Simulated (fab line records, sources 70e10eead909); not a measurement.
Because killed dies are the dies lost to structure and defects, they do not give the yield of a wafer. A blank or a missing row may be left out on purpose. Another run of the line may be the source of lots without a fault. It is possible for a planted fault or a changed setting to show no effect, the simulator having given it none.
Chamber matching | flow nand_harc | 4 sister chambers for NHARC_P_GATE_ETCH_104 on rie_diel-01
The step etches the open film in CF4/CHF3, target depth 60 nm. 8 wafers are shown with their chamber, then 9 later ones without.

== WAFERS PAIRED WITH THEIR CHAMBERS ==
wafer  | chamber | rf_vpp_V (V) | oes_product_au (a.u.)
L076.6 | 3       | 374.5        | 0.917
L079.6 | 0       | 372.4        | 0.961
L080.3 | 0       | 371.5        | 0.921
L082.2 | 2       | 367.2        | 0.957
L082.3 | 3       | 372.2        | 0.975
L087.3 | 1       | 368.1        | 0.960
L087.4 | 1       | 366.5        | 0.965
L087.6 | 2       | 368.3        | 0.954

== WAFERS WHOSE CHAMBER IS MISSING ==
wafer  | rf_vpp_V (V) | oes_product_au (a.u.)
L088.3 | 367.8        | 0.960
L088.5 | 368.6        | 0.940
L088.6 | 367.7        | 0.945
L089.3 | 372.0        | 0.979
L089.4 | 368.9        | 0.984
L089.6 | 367.7        | 0.974
L091.1 | 367.4        | 0.928
L091.2 | 371.6        | 0.934
L091.3 | 373.9        | 0.930

== EACH ONE'S CHAMBER ==
wafer  | from the rows above          | in truth
L088.3 | can't be placed: 2 or 1      | 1
L088.5 | can't be placed: 2 or 1      | 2
L088.6 | can't be placed: 2 or 1      | 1
L089.3 | can't be placed: 0 or 3      | 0
L089.4 | can't be placed: 2 or 1 or 0 | 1
L089.6 | can't be placed: 1 or 2      | 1
L091.1 | can't be placed: 2 or 1      | 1
L091.2 | can't be placed: 0 or 3      | 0
L091.3 | can't be placed: 3 or 0      | 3
Correct placement for 0 of the 9. From these rows, 9 cannot be placed; in 9 the true chamber is one of the candidates. Wrongly placed: 0.
How it was worked out, from the rows above alone: a wafer's distance from a chamber is the root of the sum, over the readings, of the square of ((its reading less the chamber's mean) divided by the reading's scatter). If the next closest chamber is less than 2 further off than the closest, the wafer can't be placed; otherwise it belongs to the closest. For every chamber, the mean is computed from those of its wafers that are shown. The scatter: the root of (the sum of the squares of (reading less its chamber's mean) over the shown wafers, divided by (wafers less chambers)).
